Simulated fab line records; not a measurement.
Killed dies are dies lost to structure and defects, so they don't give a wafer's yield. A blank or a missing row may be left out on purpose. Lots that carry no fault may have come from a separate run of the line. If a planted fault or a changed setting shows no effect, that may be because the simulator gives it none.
fab line records	flow n5_finfet
record lots=13	wafers=39	last_day=17
route steps=1938 shown HKMG_FIN@449 MIM_TOP@1834 MIM_TOP_LITHO@1847 PASSIVATION@1936
lots untouched by any fault: they come from a run of this same line in which no faults occurred
start_h: hours from the record's opening day to when the first of the lot's shown wafers began	wait_h: time in hours since the lot's previous step	" unchanged from the row above	L1.1+2: several wafers, shown together as one row	- no value, or no start was given	* or withheld: withheld	< > ~ a bound
route shown NAME@n: NAME is a module with steps in the file, n the number in the route of the first one	usual: the fault-free wafers' mean and standard deviation	same: alike in all rows	chamber/n: place in a boat	sites: readings site by site	_std_site: standard deviation of those values	_edge_site: inner sites' mean taken away from outer sites' mean	radius_mm: how far each site lies from the wafer's centre	mask NAME#n: copy n	behind: the last tool/chamber to shape the wafer	hold: what put the lot on hold/how long, in hours/how the hold closed	device: transistor that didn't switch, given as n, p or np	end of line: at the end of the route, the tests of the same wafers	a step with no rows: only its recipe	killed: not the wafer's yield, but the dies lost to structure and defects at the first sort	map: per-die view of a wafer (x killed, . not killed, _ where there is no die)
set.NAME: the setting that was run; set.NAME@STEP: the one run at that earlier step	model.NAME: the simulator's own value behind a step, which no gauge read
one table for each step of the route and one row for each wafer, over a sample of lots
services: when a tool's chamber went out of use (start_h, in hours from the record's first day, below 0 if earlier), for how many hours, and the reason
## steps
# step N5_HKMG_FIN_ALD_71
# recipe material=TiN	target_thk_a=10	temp_c=400	ald_precursor_family=TiCl4	ald_co_reactant=NH3	pulse_time_s=1	purge_time_s=3	co_reactant_purge_time_s=2	co_reactant_pulse_time_s=2	ald_cycles=47	pressure_torr=3
# usual heater_power_w=857/79	precursor_pulse_height_rel=0.999/0.018
# same co_reactant_pulse_time_s=2
lot.wafer	tool	chamber	start_h	wait_h	heater_power_w	precursor_pulse_height_rel
L636.2	ald_metal-03	2	80.73	0.0	713	0.963
L636.3	"	0	"	"	870	0.982
L636.6	"	1	"	"	1055	0.987
L637.2	ald_metal-02	1	87.40	0.0	791	0.988
L637.5	"	0	"	"	865	1.021
L637.6	"	1	"	"	790	1.005
L638.1	ald_metal-01	3	91.61	0.0	955	1.012
L638.4	"	1	"	"	885	0.972
L638.6	"	1	"	"	892	0.991
L639.2	ald_metal-01	1	99.33	0.0	899	1.008
L639.5	"	2	"	"	831	0.992
L639.6	"	1	"	"	895	1.010
L641.1	ald_metal-03	0	111.34	0.0	877	1.020
L641.2	"	1	"	"	1039	0.977
L641.4	"	2	"	"	721	1.008
L642.1	ald_metal-03	2	114.82	0.0	722	0.995
L642.3	"	1	"	"	1046	1.011
L642.4	"	0	"	"	890	0.963
L643.1	ald_metal-02	3	125.18	0.0	820	1.003
L643.3	"	2	"	"	935	0.982
L643.5	"	0	"	"	835	1.012
L645.1	ald_metal-02	3	132.79	0.0	837	0.996
L645.5	"	2	"	"	914	1.018
L645.6	"	1	"	"	806	0.997
L646.3	ald_metal-02	0	139.52	0.0	861	1.003
L646.4	"	1	"	"	813	0.961
L646.5	"	1	"	"	806	1.002
L647.1	ald_metal-02	1	142.12	0.0	778	0.990
L647.4	"	0	"	"	848	0.964
L647.5	"	0	"	"	862	1.019
L654.2	ald_metal-01	1	185.26	0.0	913	1.024
L654.4	"	2	"	"	826	0.986
L654.6	"	1	"	"	883	0.996
L655.2	ald_metal-03	2	191.53	0.0	732	0.994
L655.5	"	0	"	"	870	1.000
L655.6	"	2	"	"	725	1.049
L656.1	ald_metal-01	2	198.33	0.0	834	1.026
L656.4	"	3	"	"	950	1.005
L656.6	"	0	"	"	764	0.994
# step N5_MIM_TOP_ALD_00
# recipe material=Al2O3	target_thk_a=*	temp_c=withheld	ald_precursor_family=TMA	ald_co_reactant=O3	pulse_time_s=withheld	purge_time_s=3	co_reactant_purge_time_s=withheld	co_reactant_pulse_time_s=3	ald_cycles=withheld
# usual precursor_pulse_height_rel=0.999/0.02
lot.wafer	tool	chamber	start_h	wait_h	precursor_pulse_height_rel
L638.1	ald_hk-03	1	252.52	0.1	0.972
L638.4	"	2	"	"	0.947
L638.6	"	1	"	"	0.996
L636.2	ald_hk-03	0	256.83	0.1	0.998
L636.3	"	3	"	"	1.004
L636.6	"	0	"	"	0.961
L639.2	ald_hk-02	3	269.48	0.1	0.972
L639.5	"	3	"	"	1.010
L639.6	"	2	"	"	0.972
L637.2	ald_hk-03	2	269.70	0.1	1.004
L637.5	"	2	"	"	0.985
L637.6	"	3	"	"	0.983
L641.1	ald_hk-03	2	284.39	0.1	1.035
L641.2	"	0	"	"	0.947
L641.4	"	3	"	"	0.990
L642.1	ald_hk-03	3	292.25	0.1	0.987
L642.3	"	0	"	"	1.019
L642.4	"	1	"	"	0.970
L643.1	ald_hk-03	1	303.37	0.1	0.978
L643.3	"	0	"	"	1.009
L643.5	"	2	"	"	0.986
L646.3	ald_hk-01	1	319.12	0.1	1.011
L646.4	"	3	"	"	0.976
L646.5	"	0	"	"	1.029
L645.1	ald_hk-02	1	321.29	0.1	1.013
L645.5	"	2	"	"	1.004
L645.6	"	3	"	"	1.010
L647.1	ald_hk-03	2	328.34	0.1	0.976
L647.4	"	1	"	"	0.998
L647.5	"	2	"	"	0.981
L654.2	ald_hk-03	2	369.78	0.1	1.027
L654.4	"	1	"	"	0.984
L654.6	"	1	"	"	0.997
L655.2	ald_hk-03	3	381.12	0.1	0.991
L655.5	"	1	"	"	1.033
L655.6	"	2	"	"	1.032
L656.1	ald_hk-01	1	390.69	0.1	1.021
L656.4	"	0	"	"	1.037
L656.6	"	1	"	"	0.982
# step N5_MIM_TOP_LITHO_CD_MEAS_08
# recipe target_cd_nm=2000	landing_energy_ev=500	detector=se_inlens
# usual cd_nm=2000.2/2
# same landing_energy_ev=500
lot.wafer	tool	chamber	start_h	wait_h	cd_nm
L638.1	cd_sem-01	0	253.63	-	1999.8
L638.4	"	0	"	"	2003.5
L638.6	"	0	"	"	2000.7
L636.2	cd_sem-01	0	258.38	-	1998.5
L636.3	"	0	"	"	1998.1
L636.6	"	0	"	"	1998.7
L639.2	cd_sem-01	0	270.57	-	1995.4
L639.5	"	0	"	"	1994.1
L639.6	"	0	"	"	1996.0
L637.2	cd_sem-03	0	274.05	-	1998.4
L637.5	"	0	"	"	2000.3
L637.6	"	0	"	"	1997.2
L641.1	cd_sem-03	0	286.62	-	1999.8
L641.2	"	0	"	"	2001.9
L641.4	"	0	"	"	2000.9
L642.1	cd_sem-01	0	293.69	-	1998.0
L642.3	"	0	"	"	2003.0
L642.4	"	0	"	"	2002.0
L643.1	cd_sem-02	0	304.50	-	2000.3
L643.3	"	0	"	"	1999.4
L643.5	"	0	"	"	1999.7
L646.3	cd_sem-02	0	320.77	-	2001.6
L646.4	"	0	"	"	2002.5
L646.5	"	0	"	"	2003.4
L645.1	cd_sem-02	0	325.24	-	1997.9
L645.5	"	0	"	"	1999.5
L645.6	"	0	"	"	1998.1
L647.1	cd_sem-03	0	329.52	-	2002.9
L647.4	"	0	"	"	1999.0
L647.5	"	0	"	"	1999.3
L654.2	cd_sem-01	0	372.00	-	2001.7
L654.4	"	0	"	"	2001.3
L654.6	"	0	"	"	2000.8
L655.2	cd_sem-03	0	382.93	-	2002.1
L655.5	"	0	"	"	1997.5
L655.6	"	0	"	"	1998.1
L656.1	cd_sem-02	0	393.58	-	2003.6
L656.4	"	0	"	"	1998.2
L656.6	"	0	"	"	1999.9
# step N5_PASSIVATION_PROBE_49
# usual defect_limited_yield=91.6/1.6	killed_at_M0_to_M3=31/10	killed_at_M4_up=14/6.3	killed_at_contacts=12/6.1	killed_at_front_end=39/12	killed_at_other=3.7/2.8	killed_dies=100/19	killed_on_rim=13/4.2	killed_open=66/14	killed_short=33/8.1	sort_bin_5_function=5.0/1.1	sort_bin_6_memory=3.2/0.66	sort_n_pass=1080/18	sort_yield_pct=91.6/1.6
# same gross_dies=1180	killed_at_back_side=0	sort_bin_4_leakage[%]=0	sort_bin_8_speed[%]=0
lot.wafer	tool	chamber	start_h	wait_h	defect_limited_yield[%]	killed_at_M0_to_M3	killed_at_M4_up	killed_at_contacts	killed_at_front_end	killed_at_other	killed_dies	killed_on_rim	killed_open	killed_short	sort_bin_5_function[%]	sort_bin_6_memory[%]	sort_n_pass	sort_yield_pct[%]
L646.3	prober-01	-	331.12	0.1	82.7	44	12	8	137	3	204	24	77	32	11.0	3.7	976	82.7
L646.4	prober-01	-	331.17	0.2	84.7	33	11	10	122	4	180	26	47	42	8.9	3.2	1000	84.7
L646.5	prober-01	-	331.22	0.2	84.8	42	19	11	106	1	179	22	54	43	8.6	3.1	1001	84.8
L647.1	prober-01	-	339.24	0.0	86.3	35	9	6	105	7	162	22	63	22	7.9	3.6	1018	86.3
L647.4	prober-01	-	339.39	0.2	85.6	31	15	4	118	2	170	31	55	21	8.4	2.8	1010	85.6
L647.5	prober-01	-	339.44	0.2	86.3	25	7	3	119	8	162	32	41	24	7.3	2.9	1018	86.3
# killed by level:class
L646.3 HKMG_FIN:unspecified=92 BEOL_M0_SAQP:geometric_particle:open=14 FIN_SAQP:geometric_particle:short=10 FIN_SAQP:geometric_particle:open=10 BEOL_M0_SAQP:geometric_particle:short=10 BEOL_M3:geometric_particle:open=9 STI_FIN_REVEAL:geometric_particle:open=7 MOL_CONTACT_COAG:geometric_particle:open=7
L646.4 HKMG_FIN:unspecified=87 BEOL_M0_SAQP:geometric_particle:short=12 FIN_SAQP:geometric_particle:short=11 FIN_SAQP:geometric_particle:open=7 MOL_CONTACT_COAG:geometric_particle:open=7 BEOL_M0_SAQP:geometric_particle:open=6 BEOL_M3:geometric_particle:open=4 STI_FIN_REVEAL:geometric_particle:open=3
L646.5 HKMG_FIN:unspecified=80 BEOL_M0_SAQP:geometric_particle:short=16 MOL_CONTACT_COAG:geometric_particle:open=8 GATE_CUT:geometric_particle:short=8 BEOL_M0_SAQP:geometric_particle:open=7 BEOL_M3:geometric_particle:open=6 BEOL_M4:geometric_particle:open=6 STI_FIN_REVEAL:geometric_particle:open=5
L647.1 HKMG_FIN:unspecified=76 BEOL_M2:geometric_particle:open=14 BEOL_M3:geometric_particle:open=10 FIN_SAQP:geometric_particle:open=10 GATE_CUT:geometric_particle:short=6 BEOL_M4:geometric_particle:open=5 DUMMY_GATE:geometric_particle:open=4 MOL_CONTACT_COAG:geometric_particle:open=4
L647.4 HKMG_FIN:unspecified=94 BEOL_M2:geometric_particle:open=9 FIN_SAQP:geometric_particle:open=8 FIN_SAQP:geometric_particle:short=5 BEOL_M0_SAQP:geometric_particle:open=5 BEOL_M3:geometric_particle:open=5 GATE_CUT:geometric_particle:short=4 BEOL_M1:geometric_particle:open=4
L647.5 HKMG_FIN:unspecified=94 BEOL_M2:geometric_particle:open=6 FIN_SAQP:geometric_particle:short=5 GATE_CUT:geometric_particle:short=5 BEOL_M0_SAQP:geometric_particle:open=4 BEOL_M0:geometric_particle:open=4 BEOL_M4:geometric_particle:open=4 BEOL_M3:geometric_particle:open=4
## services
tool	chamber	start_h	hours	kind
ald_metal-02	-	62.43	1.0	repair
ald_metal-01	-	71.66	0.6	repair
ald_metal-02	-	100.39	4.3	pm
ald_hk-02	-	123.41	0.9	repair
ald_hk-03	-	126.92	0.5	repair
ald_hk-01	-	140.58	1.6	repair
ald_hk-03	-	145.31	6.0	pm
ald_metal-03	1	149.61	10.4	repair
ald_metal-03	2	151.85	23.3	repair
ald_metal-01	-	164.03	1.2	pm
ald_metal-03	1	176.30	19.3	repair
ald_hk-01	-	193.91	0.7	repair
ald_metal-03	3	233.96	4.1	repair
ald_hk-03	-	240.53	0.4	repair
ald_hk-03	-	247.97	4.3	pm
ald_metal-01	3	285.25	17.3	repair
ald_metal-03	2	296.88	6.9	repair
ald_metal-02	-	299.29	8.7	pm
ald_metal-03	-	301.08	0.4	repair
ald_metal-02	-	314.01	1.5	repair
ald_metal-01	2	318.19	1.8	repair
ald_metal-03	-	318.41	74.6	repair
ald_hk-03	-	334.20	2.8	pm
ald_metal-02	-	386.74	1.2	repair
## key
first_sign step=N5_PASSIVATION_PROBE_49	reading=killed_at_front_end	direction=up	sigmas=6.5	usual=39	struck=118
effect step=N5_PASSIVATION_PROBE_49	reading=defect_limited_yield	direction=down	sigmas=4.1	usual=91.6	struck=85.1
more_kills_born_at N5_HKMG_FIN_ALD_71@ald_metal-02=523
met_at N5_HKMG_FIN_ALD_71
struck_lots L646,L647
not_acting_at N5_MIM_TOP_ALD_00,N5_MIM_TOP_LITHO_CD_MEAS_08
onset_between 132.79 139.52
fault kind=chamber_particle_source	tool=ald_metal-02	chamber=-	onset_h=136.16	steps=N5_HKMG_FIN_ALD_71	rate_per_visit_cm2=1.8292	end_h=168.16
